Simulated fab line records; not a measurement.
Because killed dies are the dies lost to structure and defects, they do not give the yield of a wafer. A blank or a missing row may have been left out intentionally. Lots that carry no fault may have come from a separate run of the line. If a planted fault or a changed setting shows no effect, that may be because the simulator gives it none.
fab line records	flow n5Finfet
record: lots: 9	wafers: 27	lastDay: 18
route steps=1938 shown BEOL_M3@967 BEOL_M4@1111 PASSIVATION@1936
lots that met no fault: taken from a fault-free run of the same line
startH: start of the lot's first displayed wafer, in hours after the record's first day	waitH: how many hours have passed since the lot's step before this one	" identical to the entry in the row above	L1.1+2: a single row standing in for several wafers	- no value, or no start given	* or withheld: withheld	< > ~ a bound
route shown NAME@n: names a module that has steps shown in the file, with the first one's number in the route	usual: the fault-free wafers' mean and standard deviation	same: alike in all rows	chamber/n: place in a boat	sites: per-site readings	_std_site: standard deviation of those values	_edge_site: outer sites' mean less inner sites'	radiusMm: how far each site lies from the wafer's centre	mask NAME#n: copy n	behind: tool/chamber where the wafer was last shaped	hold: why the lot was held/for how many hours/how that ended	device: the transistor (n, p or np) that didn't switch	end of line: the route-end tests of the same wafers	where a step has no rows: the recipe by itself	killed: dies lost to structure and defects at the first sort, not the wafer's yield	map: a wafer's dies, marking killed ones x, the rest . and places with no die _
set.NAME: the setting the step ran with; set.NAME@STEP: the setting that earlier step ran with	model.NAME: the simulator's own value behind a step, which no gauge read
the route's steps for a sample of lots (tables are steps, rows are wafers)
services: when a tool's chamber went out of use (startH, in hours from the record's first day, below 0 if earlier), for how many hours, and the reason
== steps ==
step: N5_BEOL_M3_OVL_MEAS_29
recipe: pointsPerWafer: 522
usual: V2_OVL: 0.4/0.65
lot.wafer	tool	chamber	startH	waitH	V2_OVL[nm]
L982.1	overlay-02	0	141.49	0.0	0.0
L982.4	"	0	"	"	0.6
L982.5	"	0	"	"	0.6
L983.2	overlay-02	0	145.92	0.0	0.7
L983.3	"	0	"	"	0.6
L983.6	"	0	"	"	0.8
L990.1	overlay-01	0	195.97	0.0	0.2
L990.5	"	0	"	"	0.2
L990.6	"	0	"	"	0.0
L991.2	overlay-01	0	201.17	0.0	0.8
L991.4	"	0	"	"	1.2
L991.5	"	0	"	"	0.6
L997.1	overlay-01	0	234.98	0.0	0.8
L997.2	"	0	"	"	0.0
L997.3	"	0	"	"	1.2
L101.1	overlay-02	0	254.99	0.0	0.4
L101.2	"	0	"	"	-0.5
L101.5	"	0	"	"	0.0
L102.2	overlay-02	0	257.02	0.0	1.5
L102.3	"	0	"	"	-0.3
L102.4	"	0	"	"	0.5
L105.2	overlay-02	0	282.71	0.0	1.8
L105.3	"	0	"	"	0.6
L105.5	"	0	"	"	0.7
L104.1	overlay-01	0	286.55	0.0	-1.1
L104.3	"	0	"	"	-0.6
L104.5	"	0	"	"	0.6
step: N5_BEOL_M3_TRENCH_ETCH_37
recipe: chemistry: C4F6/O2	targetDepthA: 555.55	target: SiOC	timeS: 29.2	ionEnergyEv: 250	pressureMtorr: 30	sourceW: 355	biasW: 185	Ar_flow_sccm: 300	C4F6_flow_sccm: 10	O2_flow_sccm: 10
usual: C4F6_flow_sccm: 10.004/0.028	biasW: 185.0/0.56	chamberPressureMTorr: 30.003/0.028	drypumpMotorCurrentA: 5.4/0.52	oesProductAu: 0.74/0.055	rfVppV: 663/7.6	showerheadPlenumPTorr: 2.81/0.11	throttleValvePct: 20.86/0.22
lot.wafer	tool	chamber	startH	waitH	C4F6_flow_sccm	biasW	chamberPressureMTorr	drypumpMotorCurrentA	oesProductAu	rfHoursCounterH	rfVppV	showerheadPlenumPTorr	throttleValvePct
L982.1	rieDiel-02	1	148.29	-	10.064	185.4	30.020	6.3	0.79	140	660	2.73	20.61
L982.4	"	3	"	"	10.016	184.1	30.022	5.9	0.78	129	669	2.86	20.78
L982.5	"	3	"	"	9.992	184.3	29.972	5.9	0.79	-	669	2.86	20.79
L983.2	rieDiel-01	0	151.77	-	9.991	185.0	30.040	5.4	0.79	100	659	2.65	20.64
L983.3	"	1	"	"	10.011	185.5	29.993	4.7	0.72	181	664	2.96	21.14
L983.6	"	3	"	"	10.004	185.8	30.032	5.8	0.70	-	663	2.82	20.95
L990.1	rieDiel-06	0	197.30	-	9.981	184.8	30.020	5.5	0.72	162	677	2.85	21.22
L990.5	"	1	"	"	10.035	184.9	30.026	5.0	0.76	-	651	2.74	20.87
L990.6	"	0	"	"	9.976	185.4	29.985	5.5	0.72	-	679	2.85	21.21
L991.2	rieDiel-06	1	201.92	-	9.925	186.1	29.997	4.9	0.76	150	652	2.74	20.89
L991.4	"	0	"	"	10.008	184.7	30.023	5.5	0.72	163	678	2.85	21.25
L991.5	"	2	"	"	9.965	185.2	30.018	5.0	0.74	-	650	2.74	20.88
L997.1	rieDiel-06	1	237.26	-	10.000	184.9	29.978	4.9	0.75	161	653	2.73	20.89
L997.2	"	0	"	"	9.996	185.3	29.955	5.5	0.71	174	679	2.84	21.25
L997.3	"	2	"	"	9.981	185.3	29.951	5.0	0.73	172	649	2.74	20.90
L101.1	rieDiel-06	0	260.55	-	9.968	170.4	29.994	5.5	0.69	183	635	2.84	21.25
L101.2	"	2	"	"	9.981	170.0	29.991	5.0	0.71	181	608	2.73	20.92
L101.5	"	0	"	"	9.959	169.7	29.986	5.5	0.69	-	634	2.84	21.27
L102.2	rieDiel-06	2	266.74	-	10.005	171.2	29.964	5.0	0.71	183	609	2.73	20.91
L102.3	"	0	"	"	9.961	169.9	30.046	5.6	0.69	185	635	2.84	21.26
L102.4	"	2	"	"	9.946	170.6	30.004	5.0	0.71	-	608	2.73	20.93
L105.2	rieDiel-01	0	284.03	-	10.021	184.0	29.992	5.4	0.76	144	656	2.64	20.72
L105.3	"	2	"	"	10.006	185.8	29.993	6.3	0.70	193	666	2.82	20.70
L105.5	"	0	"	"	9.961	185.1	29.997	5.4	0.75	-	659	2.64	20.71
L104.1	rieDiel-06	0	295.94	-	10.061	170.8	29.972	5.5	0.69	193	635	2.84	21.29
L104.3	"	3	"	"	9.990	170.1	30.014	5.6	0.93	6	628	3.03	20.46
L104.5	"	0	"	"	10.043	170.8	30.044	5.5	0.69	-	635	2.84	21.27
step: N5_BEOL_M3_STRIP_97
recipe: chemistry: N2/H2	timeS: 10	powerW: 450	tempC: 40	pressureMtorr: 20	rfFrequencyHz: 6e+07	biasPowerW: 7	n2FlowSccm: 200	h2FlowSccm: 200
usual: chamberPressureMTorr: 20.003/0.018	drypumpMotorCurrentA: 5.5/0.52	n2FlowSccm: 199.8/0.57	oesProductAu: 0.74/0.054	rfVppV: 59.0/0.93	showerheadPlenumPTorr: 2.50/0.098	tempC: 39.99/0.11	throttleValvePct: 23.66/0.24
lot.wafer	tool	chamber	startH	waitH	chamberPressureMTorr	drypumpMotorCurrentA	n2FlowSccm	oesProductAu	rfHoursCounterH	rfVppV	showerheadPlenumPTorr	tempC	throttleValvePct
L982.1	rieDiel-02	1	-	-	19.993	6.3	199.5	0.78	140	58.3	2.44	40.08	23.52
L982.4	"	3	"	"	19.967	5.9	199.7	0.79	130	59.2	2.55	39.91	23.52
L982.5	"	3	"	"	20.014	5.9	200.3	0.78	-	58.8	2.54	39.85	23.50
L983.2	rieDiel-01	0	-	-	20.036	5.4	200.1	0.79	100	58.2	2.35	40.03	23.43
L983.3	"	1	"	"	20.001	4.7	199.6	0.72	181	59.5	2.63	40.16	23.80
L983.6	"	3	"	"	19.989	5.7	200.2	0.71	-	60.1	2.51	40.16	23.95
L990.1	rieDiel-06	0	-	-	19.998	5.5	200.3	0.73	162	56.7	2.54	39.86	24.17
L990.5	"	1	"	"	20.007	4.9	200.0	0.77	-	58.4	2.44	39.94	23.53
L990.6	"	0	"	"	19.984	5.5	199.7	0.73	-	58.9	2.54	39.80	24.17
L991.2	rieDiel-06	1	-	-	20.000	4.9	199.8	0.76	150	60.0	2.44	39.95	23.54
L991.4	"	0	"	"	20.005	5.5	200.4	0.72	163	58.1	2.53	39.93	24.17
L991.5	"	2	"	"	20.000	5.0	200.3	0.73	-	60.3	2.43	39.89	23.56
L997.1	rieDiel-06	1	-	-	20.008	4.9	199.7	0.76	161	58.5	2.43	39.88	23.56
L997.2	"	0	"	"	20.000	5.5	200.8	0.72	174	61.0	2.53	39.92	24.18
L997.3	"	2	"	"	19.998	5.0	200.1	0.74	172	58.6	2.43	40.08	23.58
L101.1	rieDiel-06	0	-	-	20.032	5.5	199.9	0.70	183	59.5	2.53	39.93	24.20
L101.2	"	2	"	"	19.971	5.0	200.3	0.72	181	57.3	2.42	39.82	23.58
L101.5	"	0	"	"	20.032	5.5	200.0	0.71	-	59.8	2.53	40.02	24.21
L102.2	rieDiel-06	2	-	-	19.983	5.0	200.3	0.72	183	57.4	2.42	40.06	23.57
L102.3	"	0	"	"	20.010	5.5	199.8	0.71	185	59.6	2.53	40.05	24.21
L102.4	"	2	"	"	19.995	5.0	200.1	0.72	-	59.7	2.42	39.79	23.58
L105.2	rieDiel-01	0	-	-	20.013	5.4	200.0	0.75	144	59.3	2.33	40.04	23.50
L105.3	"	2	"	"	19.983	6.3	199.4	0.69	193	60.1	2.51	40.07	23.44
L105.5	"	0	"	"	20.009	5.4	199.9	0.75	-	57.5	2.33	39.99	23.49
L104.1	rieDiel-06	0	-	-	20.017	5.6	199.9	0.71	193	59.2	2.52	39.86	24.21
L104.3	"	3	"	"	19.991	5.6	199.8	0.96	6	59.1	2.71	40.04	23.50
L104.5	"	0	"	"	20.004	5.5	200.4	0.70	-	58.7	2.52	39.91	24.23
step: N5_BEOL_M3_OCD_MEAS_38
usual: trenchDepthNm: 55.3/0.61
lot.wafer	tool	chamber	startH	waitH	trenchDepthNm
L982.1	ocd-01	-	148.44	-	55.5
L982.4	"	-	"	"	56.2
L982.5	"	-	"	"	55.2
L983.2	ocd-02	-	151.93	-	55.4
L983.3	"	-	"	"	54.7
L983.6	"	-	"	"	55.2
L990.1	ocd-02	-	197.45	-	54.4
L990.5	"	-	"	"	54.6
L990.6	"	-	"	"	54.4
L991.2	ocd-01	-	202.07	-	54.9
L991.4	"	-	"	"	54.4
L991.5	"	-	"	"	55.2
L997.1	ocd-01	-	237.42	-	55.3
L997.2	"	-	"	"	54.3
L997.3	"	-	"	"	55.3
L101.1	ocd-01	-	260.71	-	52.7
L101.2	"	-	"	"	54.3
L101.5	"	-	"	"	53.3
L102.2	ocd-01	-	266.90	-	54.5
L102.3	"	-	"	"	52.4
L102.4	"	-	"	"	54.3
L105.2	ocd-01	-	284.19	-	55.0
L105.3	"	-	"	"	54.9
L105.5	"	-	"	"	54.6
L104.1	ocd-02	-	296.09	-	52.9
L104.3	"	-	"	"	54.1
L104.5	"	-	"	"	52.1
step: N5_BEOL_M3_DEGAS_44
recipe: ambient: vacuum	tempC: 250	timeS: 60
usual: heaterPowerW: 332/34
lot.wafer	tool	chamber	startH	waitH	heaterPowerW
L982.1	pvdSputter-02	-	148.64	0.0	300
L982.4	"	-	"	"	332
L982.5	"	-	"	"	308
L983.2	pvdSputter-01	-	152.43	0.3	289
L983.3	"	-	"	"	332
L983.6	"	-	"	"	324
L990.1	pvdSputter-03	-	198.29	0.7	294
L990.5	"	-	"	"	331
L990.6	"	-	"	"	293
L991.2	pvdSputter-02	-	202.35	0.1	292
L991.4	"	-	"	"	336
L991.5	"	-	"	"	287
L997.1	pvdSputter-02	-	237.77	0.2	329
L997.2	"	-	"	"	373
L997.3	"	-	"	"	288
L101.1	pvdSputter-01	-	263.06	2.2	326
L101.2	"	-	"	"	333
L101.5	"	-	"	"	285
L102.2	pvdSputter-02	-	267.43	0.4	305
L102.3	"	-	"	"	376
L102.4	"	-	"	"	293
L105.2	pvdSputter-03	-	284.66	0.3	288
L105.3	"	-	"	"	341
L105.5	"	-	"	"	345
L104.1	pvdSputter-02	-	297.58	1.3	300
L104.3	"	-	"	"	332
L104.5	"	-	"	"	296
step: N5_BEOL_M4_RC_MEAS_101
usual: DIBL_N: 36.5/1.4	DIBL_P: 36.9/1.7	IOFF_N: 0.163/0.023	IOFF_P: 0.22/0.032	ION_N: 673/9	ION_P: 462/7.5	SS_N: 71.6/0.54	SS_P: 73.4/0.62	VT_N: 249.8/2.8	VT_P: -250/3.5
lot.wafer	tool	chamber	startH	waitH	DIBL_N[mV/V]	DIBL_P[mV/V]	IOFF_N[nA/um]	IOFF_P[nA/um]	ION_N[uA/um]	ION_P[uA/um]	SS_N[mV/dec]	SS_P[mV/dec]	VT_N[mV]	VT_P[mV]
L982.1	prober-02	0	164.82	0.0	35.6	35.4	0.143	0.19	663	459	71.8	73.3	252.3	-255
L982.4	"	0	"	"	36.6	36.4	0.167	0.20	665	450	72.1	73.2	249.5	-253
L982.5	"	0	"	"	35.5	35.4	0.149	0.19	674	461	71.7	72.7	251.7	-255
L983.2	prober-01	0	167.30	0.2	35.0	35.9	0.143	0.21	657	457	71.2	73.6	253.3	-248
L983.3	"	0	"	"	37.3	38.7	0.184	0.26	680	468	71.9	74.2	247.2	-245
L983.6	"	0	"	"	36.1	37.2	0.163	0.23	663	460	72.0	73.8	250.5	-249
L990.1	prober-01	0	213.11	0.0	36.0	37.5	0.176	0.25	676	468	71.8	74.1	248.6	-244
L990.5	"	0	"	"	35.8	37.3	0.174	0.25	672	469	71.7	74.3	246.6	-248
L990.6	"	0	"	"	36.5	37.8	0.187	0.27	679	469	73.1	73.4	249.4	-246
L991.2	prober-02	0	216.07	0.2	33.7	34.2	0.114	0.14	642	441	71.0	72.4	256.7	-258
L991.4	"	0	"	"	35.0	37.2	0.146	0.18	671	453	71.8	72.6	250.6	-256
L991.5	"	0	"	"	35.0	36.4	0.137	0.17	670	453	71.4	73.4	253.7	-256
L997.1	prober-01	0	250.54	0.0	37.3	38.5	0.196	0.24	682	462	71.8	74.2	245.1	-249
L997.2	"	0	"	"	38.3	39.0	0.204	0.25	694	464	71.9	74.2	244.8	-248
L997.3	"	0	"	"	36.1	36.6	0.161	0.22	687	469	70.9	74.0	248.7	-249
L101.1	prober-01	0	277.93	0.0	33.6	35.0	0.123	0.19	658	461	70.9	72.6	255.1	-251
L101.2	"	0	"	"	35.3	36.8	0.146	0.21	678	464	71.4	73.4	253.1	-252
L101.5	"	0	"	"	33.0	34.3	0.114	0.18	657	461	71.1	73.1	255.0	-256
L102.2	prober-02	0	282.28	0.2	37.8	39.6	0.191	0.22	679	457	71.9	74.2	247.5	-252
L102.3	"	0	"	"	35.1	36.1	0.142	0.17	671	448	71.0	73.7	251.1	-258
L102.4	"	0	"	"	34.4	35.9	0.128	0.17	656	454	70.8	73.8	255.7	-254
L105.2	prober-02	0	303.82	0.2	37.3	36.0	0.184	0.25	675	464	71.8	73.7	246.7	-246
L105.3	"	0	"	"	38.3	37.0	0.213	0.29	673	460	71.7	74.9	245.4	-246
L105.5	"	0	"	"	37.7	35.6	0.183	0.25	673	462	72.7	74.1	249.9	-247
L104.1	prober-02	0	309.87	0.0	37.4	36.8	0.154	0.21	669	464	71.8	73.0	251.2	-249
L104.3	"	0	"	"	35.0	33.4	0.117	0.16	668	456	71.4	72.8	254.7	-253
L104.5	"	0	"	"	37.4	36.2	0.156	0.20	664	455	71.9	73.4	252.8	-249
step: N5_PASSIVATION_PROBE_49
usual: defectLimitedYield: 91.2/1.4	killed_at_M0_to_M3: 35/11	killed_at_M4_up: 12/4.2	killedAtContacts: 13/5.6	killedAtFrontEnd: 40/12	killedAtOther: 3.3/2.6	killedDies: 103/17	killedOpen: 68/12	killedShort: 34/7.6	sort_bin_5_function: 5.1/0.95	sort_bin_6_memory: 3.3/0.68	sort_bin_8_speed: 0.00/0.007	sortNPass: 1077/17	sortYieldPct: 91.2/1.4
same: grossDies: 1180	killedAtBackSide: 0	sort_bin_4_leakage[%]: 0
lot.wafer	tool	chamber	startH	waitH	defectLimitedYield[%]	killed_at_M0_to_M3	killed_at_M4_up	killedAtContacts	killedAtFrontEnd	killedAtOther	killedDies	killedOpen	killedShort	sort_bin_5_function[%]	sort_bin_6_memory[%]	sort_bin_8_speed[%]	sortNPass	sortYieldPct[%]
L997.1	prober-01	-	349.13	0.0	93.5	27	5	11	26	8	77	61	16	4.1	2.5	0	1103	93.5
L997.2	prober-01	-	349.18	0.1	91.3	28	11	17	42	5	103	66	36	4.7	3.5	0	1077	91.3
L997.3	prober-01	-	349.23	0.1	92.7	18	9	11	47	1	86	57	27	5.0	1.9	0	1094	92.7
L101.1	prober-02	-	376.71	0.0	90.6	48	12	4	46	1	111	75	34	6.1	3.2	0	1069	90.6
L101.2	prober-02	-	376.76	0.1	91.1	48	11	13	29	4	105	67	29	5.3	3.1	0	1075	91.1
L101.5	prober-02	-	376.91	0.2	91.4	33	14	6	45	4	102	73	25	5.4	3.0	0	1078	91.4
L102.2	prober-02	-	383.03	0.1	89.9	59	7	14	35	4	119	67	47	6.9	3.1	0	1061	89.9
L102.3	prober-02	-	383.08	0.1	88.2	51	12	21	46	9	139	96	37	7.4	3.9	0	1041	88.2
L102.4	prober-02	-	383.13	0.2	89.1	64	15	21	26	3	129	82	40	7.3	3.4	0	1051	89.1
killed by level:class
L997.1 BEOL_M1:geometricParticle:open=11 STI_FIN_REVEAL:geometricParticle:open=10 MOL_CONTACT_COAG:geometricParticle:open=8 BEOL_M2:geometricParticle:open=5 BEOL_M0_SAQP:geometricParticle:short=4 MIM_TOP_ETCH:geometricParticle:open=4 BEOL_M3:geometricParticle:open=4 FIN_SAQP:geometricParticle:open=3
L997.2 MOL_CONTACT_COAG:geometricParticle:open=15 STI_FIN_REVEAL:geometricParticle:open=14 BEOL_M0_SAQP:geometricParticle:short=9 FIN_SAQP:geometricParticle:open=7 FIN_SAQP:geometricParticle:short=5 BEOL_M0_SAQP:geometricParticle:open=5 BEOL_M4:geometricParticle:open=5 BEOL_M2:geometricParticle:open=4
L997.3 FIN_SAQP:geometricParticle:short=14 FIN_SAQP:geometricParticle:open=10 MOL_CONTACT_COAG:geometricParticle:open=9 BEOL_M3:geometricParticle:open=7 GATE_CUT:geometricParticle:open=6 BEOL_M0_SAQP:geometricParticle:open=6 GATE_CUT:geometricParticle:short=3 BEOL_M4:geometricParticle:open=3
L101.1 FIN_SAQP:geometricParticle:open=18 BEOL_M1:geometricParticle:open=13 BEOL_M0_SAQP:geometricParticle:short=12 BEOL_M0_SAQP:geometricParticle:open=9 FIN_SAQP:geometricParticle:short=6 BEOL_M2:geometricParticle:open=6 BEOL_M4:geometricParticle:open=5 MOL_CONTACT_COAG:geometricParticle:open=4
L101.2 FIN_SAQP:geometricParticle:open=10 BEOL_M3:geometricParticle:open=10 BEOL_M1:geometricParticle:open=10 MOL_CONTACT_COAG:geometricParticle:open=9 BEOL_M0_SAQP:geometricParticle:open=7 BEOL_M0_SAQP:geometricParticle:short=7 STI_FIN_REVEAL:geometricParticle:open=5 BEOL_M1:interfaceVoidOpened=5
L101.5 FIN_SAQP:geometricParticle:open=13 STI_FIN_REVEAL:geometricParticle:open=12 BEOL_M1:geometricParticle:open=7 BEOL_M4:geometricParticle:open=7 DUMMY_GATE:geometricParticle:open=6 MOL_CONTACT_COAG:geometricParticle:open=5 BEOL_M0_SAQP:geometricParticle:open=5 BEOL_M2:geometricParticle:open=5
L102.2 BEOL_M0_SAQP:geometricParticle:open=20 BEOL_M0_SAQP:geometricParticle:short=11 STI_FIN_REVEAL:geometricParticle:open=9 GATE_CUT:geometricParticle:short=9 MOL_CONTACT_COAG:geometricParticle:open=9 BEOL_M3:geometricParticle:open=7 MOL_CONTACT_COAG:geometricParticle:short=5 BEOL_M0:geometricParticle:short=5
L102.3 MOL_CONTACT_COAG:geometricParticle:open=15 STI_FIN_REVEAL:geometricParticle:open=13 BEOL_M2:geometricParticle:open=12 BEOL_M0_SAQP:geometricParticle:open=9 BEOL_M3:geometricParticle:open=9 BEOL_M4:geometricParticle:open=7 MOL_CONTACT_COAG:geometricParticle:short=6 STARTING-WAFER:geometricParticle:short=5
L102.4 MOL_CONTACT_COAG:geometricParticle:open=17 BEOL_M3:geometricParticle:open=13 BEOL_M0_SAQP:geometricParticle:short=11 STI_FIN_REVEAL:geometricParticle:open=9 BEOL_M1:geometricParticle:open=7 BEOL_M0_SAQP:geometricParticle:open=6 BEOL_M0:geometricParticle:open=6 BEOL_M2:geometricParticle:open=6
== services ==
tool	chamber	startH	hours	kind
rieDiel-02	3	125.78	8.9	repair
rieDiel-06	0	161.86	8.2	repair
rieDiel-01	2	235.65	2.4	repair
rieDiel-01	3	236.99	5.4	repair
rieDiel-01	3	242.70	-	clean
rieDiel-01	3	242.70	-	consumableReplace:esc
rieDiel-01	3	242.70	-	consumableReplace:focusRing
rieDiel-01	3	242.70	18.6	scheduledDown
rieDiel-01	3	242.70	18.6	ventCycle
rieDiel-06	3	247.21	-	clean
rieDiel-06	3	247.21	-	consumableReplace:focusRing
rieDiel-06	3	247.21	-	consumableReplace:showerhead
rieDiel-06	3	247.21	23.3	scheduledDown
rieDiel-06	3	247.21	23.3	ventCycle
rieDiel-01	0	277.94	1.8	repair
rieDiel-01	3	279.67	7.2	repair
pvdSputter-01	-	281.97	1.4	repair
rieDiel-02	3	292.71	8.2	repair
== key ==
firstSign: step: N5_BEOL_M3_TRENCH_ETCH_37	reading: biasW	direction: down	sigmas: 26	usual: *	struck: *
effect: step: N5_BEOL_M3_TRENCH_ETCH_37	reading: rfVppV	direction: down	sigmas: 5	usual: 663	struck: 625
effect: step: N5_BEOL_M3_OCD_MEAS_38	reading: trenchDepthNm	direction: down	sigmas: 3	usual: 55.3	struck: 53.4
metAt N5_BEOL_M3_TRENCH_ETCH_37
struckLots L101,L102,L104
rowsEnd L104.1,L104.3,L104.5
notActingAt N5_BEOL_M3_OVL_MEAS_29,N5_BEOL_M3_STRIP_97,N5_BEOL_M3_DEGAS_44
onsetBetween 237.26 260.55
earlierFault: kind: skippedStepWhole	tool: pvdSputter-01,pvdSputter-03	chamber: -	onsetH: 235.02	steps: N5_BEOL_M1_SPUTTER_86	scope: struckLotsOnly
fault: kind: processParameterDrift	tool: rieDiel-06	chamber: -	onsetH: 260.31	steps: N5_BEOL_M3_TRENCH_ETCH_37	channel: biasW	offset: *	shape: step	actsIn: *	stated: *
rowsEnd: these wafers met a further fault down the route, and their rows from its step on are left out
